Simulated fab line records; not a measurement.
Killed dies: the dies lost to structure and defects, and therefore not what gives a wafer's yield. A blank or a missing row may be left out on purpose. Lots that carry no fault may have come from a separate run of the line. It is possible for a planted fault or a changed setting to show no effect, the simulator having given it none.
Which tool did it? | flow nand-harc | 36 wafers sampled from 12 lots at 1 step of a route of 1159

WHAT EACH GAUGE READ, for each wafer
NHARC_P_M1_OVL_MEAS_10: pitch 260 nm.
lot  | measured     | on         | overlay-x-nm (nm)
L075 | day 6 15:56  | overlay-02 | -1.2 -0.7 -0.4
L077 | day 6 18:02  | overlay-01 | 0.1 -0.3 0.0
L078 | day 7 09:34  | overlay-01 | -0.5 -0.8 -0.1
L081 | day 7 16:53  | overlay-02 | 0.0 -0.4 0.5
L082 | day 8 05:58  | overlay-01 | -0.9 -1.0 -0.9
L084 | day 8 17:15  | overlay-02 | 1.2 1.6 1.8
L088 | day 9 06:12  | overlay-01 | -0.2 -0.2 -0.9
L089 | day 9 22:26  | overlay-02 | -0.7 -0.8 -0.2
L092 | day 10 08:11 | overlay-01 | 1.1 1.4 0.9
L093 | day 10 12:46 | overlay-02 | 1.0 0.8 0.6
L095 | day 11 05:17 | overlay-02 | -0.8 -0.4 -0.2
L096 | day 11 11:17 | overlay-01 | -0.1 -0.6 0.0

WHICH TOOL RAN EACH LOT (tool, then ch and the chambers of the sampled wafers, then the start)
No process step before these readings appears in the record.

THE ANSWER, worked out from the rows above alone
Rule: what is usual is taken from the lots themselves. The widest of any qualifying gaps counts: lots, ordered by their means at a reading, are off when they make up no more than a third of the lots, leave a main group of 4 or more, and stand apart from it by 3 or more times the standard deviation of that group's means. If all means in a main group match to the digits the tables above print for the reading, that group is not used. A lot without any number at a reading at which 4 lots or more have one is off too. Any other lot the step has rows for is counted as sound.
No lot is off at any reading shown: from this, nothing can be told.

WHAT THE SIMULATOR HAD PUT IN
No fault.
